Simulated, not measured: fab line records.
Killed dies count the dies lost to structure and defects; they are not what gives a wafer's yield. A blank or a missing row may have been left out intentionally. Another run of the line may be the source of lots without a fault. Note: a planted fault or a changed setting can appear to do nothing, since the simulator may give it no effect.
fab line records + flow n5_finfet
[record]
- lots = 7
- wafers = 39
route steps=1938 shown BEOL_M9@1446 BEOL_M10@1507
start_h: start of the lot's first displayed wafer, in hours after the record's first day + wait_h: time in hours since the lot's previous step + " as in the row above + L1.1+2: several wafers, shown together as one row + - either no value or no given start + * or withheld: withheld + < > ~ a bound
route shown NAME@n: NAME is a module with steps in the file, n the number in the route of the first one + usual: the fault-free wafers' mean and standard deviation + same: alike in all rows + chamber/n: place in a boat + sites: the reading at each site + _std_site: standard deviation of those values + _edge_site: mean of outer sites minus mean of inner sites + radius_mm: for every site, how far away it sits from the centre of the wafer + mask NAME#n: copy n + behind: the tool/chamber that last shaped the wafer + hold: cause of the lot's hold/its duration in hours/its outcome + device: names the non-switching transistor (n, p or np) + end of line: at the end of the route, the tests of the same wafers + a step without rows: its recipe alone + killed: not the wafer's yield, but the dies lost to structure and defects at the first sort + map: a wafer's dies, marking killed ones x, the rest . and places with no die _
set.NAME: the setting that was run; set.NAME@STEP: the one run at that earlier step + model.NAME: the simulator's own value behind a step, which no gauge read
lots whose settings were changed on purpose; a table a step, a row a wafer
[[steps]]
[step N5_BEOL_M9_TRENCH_ETCH_37]
[recipe]
- chemistry = C4F6/O2
- target_depth_a = 1514.3
- target = SiCOH_lowk
- time_s = 49
- ion_energy_ev = 250
- pressure_mtorr = 30
- source_w = 345
- bias_w = 185
- Ar_flow_sccm = 300
- C4F6_flow_sccm = 10
- O2_flow_sccm = 10
| lot.wafer | tool        | chamber | start_h | wait_h | set.target_depth_a | model.etch.depth_nm | model.BEOL_M9.feature_depth_nm | model.TiN_of_BEOL_M9_HM_DEP_02.thk_nm |
|-----------|-------------|---------|---------|--------|--------------------|---------------------|--------------------------------|---------------------------------------|
| L077.1    | rie_diel-02 | 2       | -       | -      | 797.8              | 80.61               | 80.6                           | 17.8                                  |
| L077.2    | "           | 0       | "       | "      | 1514.3             | 150                 | 150                            | 15.8                                  |
| L077.3    | "           | 3       | "       | "      | 1514.3             | 152.1               | 152                            | 15.8                                  |
| L077.4    | "           | 1       | "       | "      | 797.8              | 79.22               | 79.2                           | 17.8                                  |
| L077.5    | "           | 2       | "       | "      | 797.8              | 80.66               | 80.6                           | 18                                    |
| L077.6    | "           | 1       | "       | "      | 1514.3             | 150.9               | 150.8                          | 15.8                                  |
| L082.1    | rie_diel-04 | 0       | -       | -      | 1514.3             | 151.7               | 151.8                          | 15.4                                  |
| L082.2    | "           | 3       | "       | "      | 1514.3             | 151.5               | 151.4                          | 15.8                                  |
| L082.3    | "           | 1       | "       | "      | 1514.3             | 153.1               | 153                            | 15.6                                  |
| L082.4    | "           | 2       | "       | "      | 1514.3             | 148.4               | 148.4                          | 15.6                                  |
| L082.5    | "           | 2       | "       | "      | 1514.3             | 148.7               | 148.6                          | 15.6                                  |
| L082.6    | "           | 1       | "       | "      | 1514.3             | 153                 | 153                            | 15.4                                  |
| L086.1    | rie_diel-04 | 0       | -       | -      | 1514.3             | 154                 | 154                            | 15.6                                  |
| L086.2    | "           | 2       | "       | "      | 959.3              | 94.8                | 94.8                           | 17.4                                  |
| L086.3    | "           | 1       | "       | "      | 1514.3             | 153.3               | 153.2                          | 15.8                                  |
| L086.4    | "           | 3       | "       | "      | 959.3              | 96.39               | 96.4                           | 17.4                                  |
| L086.5    | "           | 1       | "       | "      | 1514.3             | 154.3               | 154.4                          | 15.6                                  |
| L086.6    | "           | 0       | "       | "      | 959.3              | 97.63               | 97.6                           | 17.4                                  |
| L089.1    | rie_diel-01 | 2       | -       | -      | 1099               | 109.8               | 109.8                          | 17                                    |
| L089.2    | "           | 1       | "       | "      | 1099               | 111.4               | 111.4                          | 16.8                                  |
| L089.3    | "           | 0       | "       | "      | 1099               | 109                 | 109                            | 17                                    |
| L089.4    | "           | 1       | "       | "      | 1514.3             | 153.5               | 153.4                          | 15.4                                  |
| L089.5    | "           | 0       | "       | "      | 1514.3             | 150.1               | 150                            | 15.8                                  |
| L089.6    | "           | 2       | "       | "      | 1514.3             | 150.2               | 150.2                          | 15.8                                  |
| L090.1    | rie_diel-04 | 0       | -       | -      | 982.7              | 98.31               | 98.4                           | 17.6                                  |
| L090.2    | "           | 3       | "       | "      | 1514.3             | 151.9               | 152                            | 16.2                                  |
| L090.3    | "           | 1       | "       | "      | 1514.3             | 154.1               | 154.2                          | 16                                    |
| L090.4    | "           | 1       | "       | "      | 982.7              | 98.78               | 98.8                           | 17.6                                  |
| L090.5    | "           | 3       | "       | "      | 982.7              | 96.94               | 97                             | 17.8                                  |
| L090.6    | "           | 0       | "       | "      | 1514.3             | 150.9               | 151                            | 16.2                                  |
| L094.1    | rie_diel-02 | 1       | -       | -      | 1514.3             | 151.9               | 152                            | 16                                    |
| L094.3    | "           | 3       | "       | "      | 1514.3             | 150.8               | 150.8                          | 16.2                                  |
| L094.6    | "           | 1       | "       | "      | 1514.3             | 152.4               | 152.4                          | 15.8                                  |
| L095.1    | rie_diel-04 | 2       | -       | -      | 1249               | 123.9               | 124                            | 16.6                                  |
| L095.2    | "           | 0       | "       | "      | 1514.3             | 151.6               | 151.6                          | 15.8                                  |
| L095.3    | "           | 1       | "       | "      | 1249               | 126.3               | 126.4                          | 16.4                                  |
| L095.4    | "           | 3       | "       | "      | 1514.3             | 152                 | 152                            | 15.8                                  |
| L095.5    | "           | 3       | "       | "      | 1249               | 125.2               | 125.2                          | 16.4                                  |
| L095.6    | "           | 0       | "       | "      | 1514.3             | 151.8               | 151.8                          | 15.6                                  |
[step N5_BEOL_M9_ETCH_41]
[recipe]
- chemistry = CH3F/O2
- target = SiCN
- target_depth_a = 366
- taper_deg = 2
- time_s = 70.1
- ion_energy_ev = 120
- mask_material = TiN
- pressure_mtorr = 30
- source_w = 395
- bias_w = 75
- Ar_flow_sccm = 150
- CH3F_flow_sccm = 30
- O2_flow_sccm = 20
[step N5_BEOL_M9_STRIP_80]
[recipe]
- chemistry = N2/H2
- time_s = 10
- power_w = 450
- temp_c = 40
- pressure_mtorr = 20
- rf_frequency_hz = 6e+07
- bias_power_w = 7
- n2_flow_sccm = 200
- h2_flow_sccm = 200
[step N5_BEOL_M9_OCD_MEAS_38]
[usual]
- trench_depth_nm = 151.1/1.9
| lot.wafer | tool   | chamber | start_h | wait_h | set.target_depth_a@BEOL_M9_TRENCH_ETCH_37 | trench_depth_nm |
|-----------|--------|---------|---------|--------|-------------------------------------------|-----------------|
| L077.1    | ocd-01 | -       | 267.14  | -      | 797.8                                     | 80.8            |
| L077.2    | "      | -       | "       | "      | 1514.3                                    | 149.9           |
| L077.3    | "      | -       | "       | "      | 1514.3                                    | 151.6           |
| L077.4    | "      | -       | "       | "      | 797.8                                     | 79.5            |
| L077.5    | "      | -       | "       | "      | 797.8                                     | 81.3            |
| L077.6    | "      | -       | "       | "      | 1514.3                                    | 150.9           |
| L082.1    | ocd-02 | -       | 277.38  | -      | 1514.3                                    | 151.6           |
| L082.2    | "      | -       | "       | "      | 1514.3                                    | 151.7           |
| L082.3    | "      | -       | "       | "      | 1514.3                                    | 153.0           |
| L082.4    | "      | -       | "       | "      | 1514.3                                    | 148.1           |
| L082.5    | "      | -       | "       | "      | 1514.3                                    | 148.7           |
| L082.6    | "      | -       | "       | "      | 1514.3                                    | 153.1           |
| L086.1    | ocd-02 | -       | 328.14  | -      | 1514.3                                    | 153.8           |
| L086.2    | "      | -       | "       | "      | 959.3                                     | 94.9            |
| L086.3    | "      | -       | "       | "      | 1514.3                                    | 153.5           |
| L086.4    | "      | -       | "       | "      | 959.3                                     | 96.4            |
| L086.5    | "      | -       | "       | "      | 1514.3                                    | 154.0           |
| L086.6    | "      | -       | "       | "      | 959.3                                     | 97.6            |
| L089.1    | ocd-02 | -       | 362.58  | -      | 1099                                      | 110.3           |
| L089.2    | "      | -       | "       | "      | 1099                                      | 110.8           |
| L089.3    | "      | -       | "       | "      | 1099                                      | 108.8           |
| L089.4    | "      | -       | "       | "      | 1514.3                                    | 154.0           |
| L089.5    | "      | -       | "       | "      | 1514.3                                    | 150.5           |
| L089.6    | "      | -       | "       | "      | 1514.3                                    | 150.0           |
| L090.1    | ocd-01 | -       | 380.10  | -      | 982.7                                     | 98.6            |
| L090.2    | "      | -       | "       | "      | 1514.3                                    | 151.8           |
| L090.3    | "      | -       | "       | "      | 1514.3                                    | 154.3           |
| L090.4    | "      | -       | "       | "      | 982.7                                     | 99.3            |
| L090.5    | "      | -       | "       | "      | 982.7                                     | 96.9            |
| L090.6    | "      | -       | "       | "      | 1514.3                                    | 150.6           |
| L094.1    | ocd-01 | -       | 381.27  | -      | 1514.3                                    | 151.4           |
| L094.3    | "      | -       | "       | "      | 1514.3                                    | 150.8           |
| L094.6    | "      | -       | "       | "      | 1514.3                                    | 152.7           |
| L095.1    | ocd-02 | -       | 394.85  | -      | 1249                                      | 123.9           |
| L095.2    | "      | -       | "       | "      | 1514.3                                    | 152.0           |
| L095.3    | "      | -       | "       | "      | 1249                                      | 126.4           |
| L095.4    | "      | -       | "       | "      | 1514.3                                    | 151.9           |
| L095.5    | "      | -       | "       | "      | 1249                                      | 125.2           |
| L095.6    | "      | -       | "       | "      | 1514.3                                    | 152.1           |
[step N5_BEOL_M9_HM_STRIP_39]
[recipe]
- chemistry = peroxide_tin_strip
- material = TiN
- target_depth_a = 250
- temp_c = 50
- time_s = 158
[step N5_BEOL_M9_SRD_40]
[recipe]
- time_s = 30
- temp_c = 23
- rinse_liquid = diw
- dry = ipa_marangoni
[step N5_BEOL_M9_ECD_50]
[recipe]
- material = Cu
- target_thk_a = 3180
[step N5_BEOL_M9_ANNEAL_51]
[recipe]
- temp_c = 225
- time_s = 90
- ambient = N2
[step N5_BEOL_M9_CMP_52]
[recipe]
- stop_on = SiCOH_lowk
- t_overpolish_s = 7
- down_force_psi = 1
- platen_rpm = 50
- clearing_platen_down_force_psi = 1.5
- clearing_platen_rpm = 50
- post_cmp_clean = cu_alkaline
- target_thk_nm = 140
- clearing_platen_pad_velocity_m_s = 0.99484
- pad_velocity_m_s = 0.99484
| lot.wafer | tool   | chamber | start_h | wait_h | set.target_depth_a@BEOL_M9_TRENCH_ETCH_37 | model.Cu_of_BEOL_M9_ECD_50.thk_nm |
|-----------|--------|---------|---------|--------|-------------------------------------------|-----------------------------------|
| L077.3    | cmp-03 | 1       | 269.18  | 0.2    | 1514.3                                    | 140                               |
| L077.1    | "      | 2       | "       | "      | 797.8                                     | 68.6                              |
| L077.2    | "      | 3       | "       | "      | 1514.3                                    | 138.4                             |
| L077.4    | "      | 0       | "       | "      | 797.8                                     | 66.4                              |
| L077.5    | "      | 1       | "       | "      | 797.8                                     | 68.2                              |
| L077.6    | "      | 2       | "       | "      | 1514.3                                    | 139.4                             |
| L082.4+5  | cmp-02 | 1       | 279.75  | 0.1    | 1514.3                                    | 136.8                             |
| L082.3    | "      | 2       | "       | "      | 1514.3                                    | 142.2                             |
| L082.1+2  | "      | 3,0     | "       | "      | 1514.3                                    | 139.8                             |
| L082.6    | "      | 2       | "       | "      | 1514.3                                    | 140.2                             |
| L086.1    | cmp-04 | 0       | 331.72  | 0.3    | 1514.3                                    | 142.4                             |
| L086.3    | "      | 1       | "       | "      | 1514.3                                    | 141                               |
| L086.2    | "      | 2       | "       | "      | 959.3                                     | 83.8                              |
| L086.4    | "      | 3       | "       | "      | 959.3                                     | 84.6                              |
| L086.5    | "      | 0       | "       | "      | 1514.3                                    | 143.2                             |
| L086.6    | "      | 1       | "       | "      | 959.3                                     | 85.6                              |
| L089.1+2  | cmp-04 | 0,3     | 366.37  | 0.3    | 1099                                      | 97.2                              |
| L089.4    | "      | 1       | "       | "      | 1514.3                                    | 140.8                             |
| L089.3    | "      | 2       | "       | "      | 1099                                      | 97.6                              |
| L089.5    | "      | 0       | "       | "      | 1514.3                                    | 137.4                             |
| L089.6    | "      | 1       | "       | "      | 1514.3                                    | 137                               |
| L090.1    | cmp-03 | 3       | 383.18  | 0.3    | 982.7                                     | 87.2                              |
| L090.4    | "      | 0       | "       | "      | 982.7                                     | 87                                |
| L090.2    | "      | 1       | "       | "      | 1514.3                                    | 140.2                             |
| L090.3    | "      | 2       | "       | "      | 1514.3                                    | 144.2                             |
| L090.5    | "      | 3       | "       | "      | 982.7                                     | 84.8                              |
| L090.6    | "      | 0       | "       | "      | 1514.3                                    | 140.4                             |
| L094.1+3  | cmp-04 | 0,2     | 384.24  | 0.3    | 1514.3                                    | 140                               |
| L094.6    | "      | 3       | "       | "      | 1514.3                                    | 140.6                             |
| L095.3    | cmp-02 | 1       | 398.43  | 0.2    | 1249                                      | 115                               |
| L095.1    | "      | 2       | "       | "      | 1249                                      | 111.6                             |
| L095.2    | "      | 3       | "       | "      | 1514.3                                    | 139.2                             |
| L095.4    | "      | 0       | "       | "      | 1514.3                                    | 140.6                             |
| L095.5    | "      | 1       | "       | "      | 1249                                      | 113.8                             |
| L095.6    | "      | 2       | "       | "      | 1514.3                                    | 138.6                             |
[step N5_BEOL_M9_THK_MEAS_53]
[recipe]
- thk_meas_gauge = xrf
- reads = Cu_of_BEOL_M9_ECD_50
[usual]
- M9_THK = 139.7/2.2
| lot.wafer | tool          | chamber | start_h | wait_h | set.target_depth_a@BEOL_M9_TRENCH_ETCH_37 | M9_THK[nm] |
|-----------|---------------|---------|---------|--------|-------------------------------------------|------------|
| L077.1    | film_metro-01 | -       | 269.47  | -      | 797.8                                     | 68.4       |
| L077.2    | "             | -       | "       | "      | 1514.3                                    | 138.7      |
| L077.3    | "             | -       | "       | "      | 1514.3                                    | 141.0      |
| L077.4    | "             | -       | "       | "      | 797.8                                     | 66.6       |
| L077.5    | "             | -       | "       | "      | 797.8                                     | 68.5       |
| L077.6    | "             | -       | "       | "      | 1514.3                                    | 140.0      |
| L082.1    | film_metro-02 | -       | 280.05  | -      | 1514.3                                    | 140.0      |
| L082.2    | "             | -       | "       | "      | 1514.3                                    | 140.0      |
| L082.3    | "             | -       | "       | "      | 1514.3                                    | 142.4      |
| L082.4    | "             | -       | "       | "      | 1514.3                                    | 136.7      |
| L082.5    | "             | -       | "       | "      | 1514.3                                    | 136.4      |
| L082.6    | "             | -       | "       | "      | 1514.3                                    | 140.1      |
| L086.1    | film_metro-01 | -       | 332.01  | -      | 1514.3                                    | 143.4      |
| L086.2    | "             | -       | "       | "      | 959.3                                     | 84.2       |
| L086.3    | "             | -       | "       | "      | 1514.3                                    | 142.4      |
| L086.4    | "             | -       | "       | "      | 959.3                                     | 85.3       |
| L086.5    | "             | -       | "       | "      | 1514.3                                    | 144.5      |
| L086.6    | "             | -       | "       | "      | 959.3                                     | 86.1       |
| L089.1    | film_metro-01 | -       | 366.67  | -      | 1099                                      | 98.1       |
| L089.2    | "             | -       | "       | "      | 1099                                      | 98.1       |
| L089.3    | "             | -       | "       | "      | 1099                                      | 98.7       |
| L089.4    | "             | -       | "       | "      | 1514.3                                    | 141.8      |
| L089.5    | "             | -       | "       | "      | 1514.3                                    | 137.7      |
| L089.6    | "             | -       | "       | "      | 1514.3                                    | 137.7      |
| L090.1    | film_metro-01 | -       | 383.47  | -      | 982.7                                     | 87.5       |
| L090.2    | "             | -       | "       | "      | 1514.3                                    | 141.4      |
| L090.3    | "             | -       | "       | "      | 1514.3                                    | 144.7      |
| L090.4    | "             | -       | "       | "      | 982.7                                     | 87.7       |
| L090.5    | "             | -       | "       | "      | 982.7                                     | 85.1       |
| L090.6    | "             | -       | "       | "      | 1514.3                                    | 141.3      |
| L094.1    | film_metro-01 | -       | 384.50  | -      | 1514.3                                    | 140.5      |
| L094.3    | "             | -       | "       | "      | 1514.3                                    | 140.7      |
| L094.6    | "             | -       | "       | "      | 1514.3                                    | 140.9      |
| L095.1    | film_metro-01 | -       | 398.73  | -      | 1249                                      | 111.7      |
| L095.2    | "             | -       | "       | "      | 1514.3                                    | 139.1      |
| L095.3    | "             | -       | "       | "      | 1249                                      | 115.2      |
| L095.4    | "             | -       | "       | "      | 1514.3                                    | 140.2      |
| L095.5    | "             | -       | "       | "      | 1249                                      | 113.8      |
| L095.6    | "             | -       | "       | "      | 1514.3                                    | 138.4      |
[step N5_BEOL_M9_PRE_CLEAN_55]
[recipe]
- gas = NH3
- time_s = 15
- temp_c = withheld
- rf_power_w = 300
[step N5_BEOL_M9_DEP_56]
[recipe]
- material = SiCN
- target_thk_a = 150
- temp_c = withheld
- precursor = 3MS/NH3
- pressure_torr = 3
- rf_w = 202
- time_s = 26.5
[step N5_BEOL_M9_RS_MEAS_57]
[recipe]
- thk_meas_gauge = four-point-probe
- reads = Cu_of_BEOL_M9_ECD_50+Co_of_BEOL_M9_CVD_78+TaN_of_BEOL_M9_ALD_74
[usual]
- M9_RS = 0.1518/0.0025
| lot.wafer | tool          | chamber | start_h | wait_h | set.target_depth_a@BEOL_M9_TRENCH_ETCH_37 | M9_RS[ohm/sq] |
|-----------|---------------|---------|---------|--------|-------------------------------------------|---------------|
| L077.1    | film_metro-01 | -       | 269.61  | 0.1    | 797.8                                     | 0.3428        |
| L077.2    | "             | -       | "       | "      | 1514.3                                    | 0.1528        |
| L077.3    | "             | -       | "       | "      | 1514.3                                    | 0.1508        |
| L077.4    | "             | -       | "       | "      | 797.8                                     | 0.3551        |
| L077.5    | "             | -       | "       | "      | 797.8                                     | 0.3445        |
| L077.6    | "             | -       | "       | "      | 1514.3                                    | 0.1514        |
| L082.1    | film_metro-02 | -       | 280.18  | 0.1    | 1514.3                                    | 0.1509        |
| L082.2    | "             | -       | "       | "      | 1514.3                                    | 0.1505        |
| L082.3    | "             | -       | "       | "      | 1514.3                                    | 0.1482        |
| L082.4    | "             | -       | "       | "      | 1514.3                                    | 0.1547        |
| L082.5    | "             | -       | "       | "      | 1514.3                                    | 0.1548        |
| L082.6    | "             | -       | "       | "      | 1514.3                                    | 0.1506        |
| L086.1    | film_metro-01 | -       | 332.15  | 0.1    | 1514.3                                    | 0.1482        |
| L086.2    | "             | -       | "       | "      | 959.3                                     | 0.2704        |
| L086.3    | "             | -       | "       | "      | 1514.3                                    | 0.1500        |
| L086.4    | "             | -       | "       | "      | 959.3                                     | 0.2667        |
| L086.5    | "             | -       | "       | "      | 1514.3                                    | 0.1471        |
| L086.6    | "             | -       | "       | "      | 959.3                                     | 0.2637        |
| L089.1    | film_metro-02 | -       | 366.83  | 0.1    | 1099                                      | 0.2267        |
| L089.2    | "             | -       | "       | "      | 1099                                      | 0.2271        |
| L089.3    | "             | -       | "       | "      | 1099                                      | 0.2255        |
| L089.4    | "             | -       | "       | "      | 1514.3                                    | 0.1497        |
| L089.5    | "             | -       | "       | "      | 1514.3                                    | 0.1539        |
| L089.6    | "             | -       | "       | "      | 1514.3                                    | 0.1539        |
| L090.1    | film_metro-01 | -       | 383.64  | 0.1    | 982.7                                     | 0.2580        |
| L090.2    | "             | -       | "       | "      | 1514.3                                    | 0.1506        |
| L090.3    | "             | -       | "       | "      | 1514.3                                    | 0.1460        |
| L090.4    | "             | -       | "       | "      | 982.7                                     | 0.2580        |
| L090.5    | "             | -       | "       | "      | 982.7                                     | 0.2661        |
| L090.6    | "             | -       | "       | "      | 1514.3                                    | 0.1503        |
| L094.1    | film_metro-02 | -       | 384.64  | 0.1    | 1514.3                                    | 0.1505        |
| L094.3    | "             | -       | "       | "      | 1514.3                                    | 0.1508        |
| L094.6    | "             | -       | "       | "      | 1514.3                                    | 0.1499        |
| L095.1    | film_metro-01 | -       | 398.87  | 0.1    | 1249                                      | 0.1946        |
| L095.2    | "             | -       | "       | "      | 1514.3                                    | 0.1519        |
| L095.3    | "             | -       | "       | "      | 1249                                      | 0.1877        |
| L095.4    | "             | -       | "       | "      | 1514.3                                    | 0.1502        |
| L095.5    | "             | -       | "       | "      | 1249                                      | 0.1903        |
| L095.6    | "             | -       | "       | "      | 1514.3                                    | 0.1523        |
[step N5_BEOL_M10_ETCH_66]
[recipe]
- chemistry = N2/H2
- target = SOC
- target_depth_a = 1200
- overetch_a = 240
- mask_material = SiARC
- temp_c = 40
- time_s = 180
- ion_energy_ev = 200
- pressure_mtorr = 30
- source_w = 840
- bias_w = 150
- n2_flow_sccm = 200
- h2_flow_sccm = 200
| lot.wafer  | tool        | chamber | start_h | wait_h | set.time_s | model.SiARC_of_BEOL_M10_COAT_64.thk_nm |
|------------|-------------|---------|---------|--------|------------|----------------------------------------|
| L077.1+6   | rie_diel-05 | 1       | 275.08  | 0.0    | 180        | 22.4                                   |
| L077.2+3+5 | "           | 0,2,2   | "       | "      | 180        | 22.8                                   |
| L077.4     | "           | 3       | "       | "      | 180        | 22.6                                   |
| L082.1     | rie_diel-03 | 3       | 286.26  | 0.0    | 180        | 22.8                                   |
| L082.2     | "           | 0       | "       | "      | 256.3      | 20                                     |
| L082.3     | "           | 2       | "       | "      | 256.3      | 19.8                                   |
| L082.4     | "           | 1       | "       | "      | 180        | 22.6                                   |
| L082.5     | "           | 0       | "       | "      | 180        | 23                                     |
| L082.6     | "           | 1       | "       | "      | 256.3      | 19.4                                   |
| L086.1     | rie_diel-03 | 3       | 336.26  | 0.0    | 238.9      | 20.6                                   |
| L086.2     | "           | 1       | "       | "      | 238.9      | 20.4                                   |
| L086.3+6   | "           | 2,3     | "       | "      | 180        | 23                                     |
| L086.4     | "           | 0       | "       | "      | 180        | 23.2                                   |
| L086.5     | "           | 0       | "       | "      | 238.9      | 20.8                                   |
| L089.1+4   | rie_diel-06 | 2,3     | 371.34  | 0.0    | 241.5      | 20.2                                   |
| L089.2+5+6 | "           | 3,1,2   | "       | "      | 180        | 22.8                                   |
| L089.3     | "           | 1       | "       | "      | 241.5      | 20.4                                   |
| L094.1+3+6 | rie_diel-03 | 2,0,2   | 390.91  | 0.0    | 180        | 22.8                                   |
| L090.1+4+6 | rie_diel-06 | 3,1,1   | 391.19  | 0.0    | 180        | 22.6                                   |
| L090.2     | "           | 0       | "       | "      | 152.9      | 23.8                                   |
| L090.3     | "           | 2       | "       | "      | 152.9      | 23.6                                   |
| L090.5     | "           | 2       | "       | "      | 152.9      | 23.4                                   |
| L095.1     | rie_diel-03 | 3       | 403.81  | 0.0    | 266.7      | 19.2                                   |
| L095.2+3   | "           | 0,2     | "       | "      | 180        | 22.6                                   |
| L095.4+5   | "           | 1       | "       | "      | 266.7      | 19                                     |
| L095.6     | "           | 2       | "       | "      | 180        | 22.4                                   |
[[key]]
[split]
- step = N5_BEOL_M9_TRENCH_ETCH_37
- setting = target_depth_a
- stated = 1514.3
- by = wafer
[response]
- step = N5_BEOL_M9_TRENCH_ETCH_37
- reading = model.etch.depth_nm
- change = +1.53
- per = 1%
- r = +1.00
[response]
- step = N5_BEOL_M9_TRENCH_ETCH_37
- reading = model.BEOL_M9.feature_depth_nm
- change = +1.53
- per = 1%
- r = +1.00
[response]
- step = N5_BEOL_M9_TRENCH_ETCH_37
- reading = model.TiN_of_BEOL_M9_HM_DEP_02.thk_nm
- change = -0.0447
- per = 1%
- r = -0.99
[response]
- step = N5_BEOL_M9_OCD_MEAS_38
- reading = trench_depth_nm
- change = +1.52
- per = 1%
- r = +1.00
[response]
- step = N5_BEOL_M9_CMP_52
- reading = model.Cu_of_BEOL_M9_ECD_50.thk_nm
- change = +1.53
- per = 1%
- r = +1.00
[response]
- step = N5_BEOL_M9_THK_MEAS_53
- reading = M9_THK
- change = +1.54
- per = 1%
- r = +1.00
[response]
- step = N5_BEOL_M9_RS_MEAS_57
- reading = M9_RS
- change = -0.00345
- per = 1%
- r = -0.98
[split]
- step = N5_BEOL_M10_ETCH_66
- setting = time_s
- stated = 180
- by = wafer
[response]
- step = N5_BEOL_M10_ETCH_66
- reading = model.SiARC_of_BEOL_M10_COAT_64.thk_nm
- change = -0.0728
- per = 1%
- r = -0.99
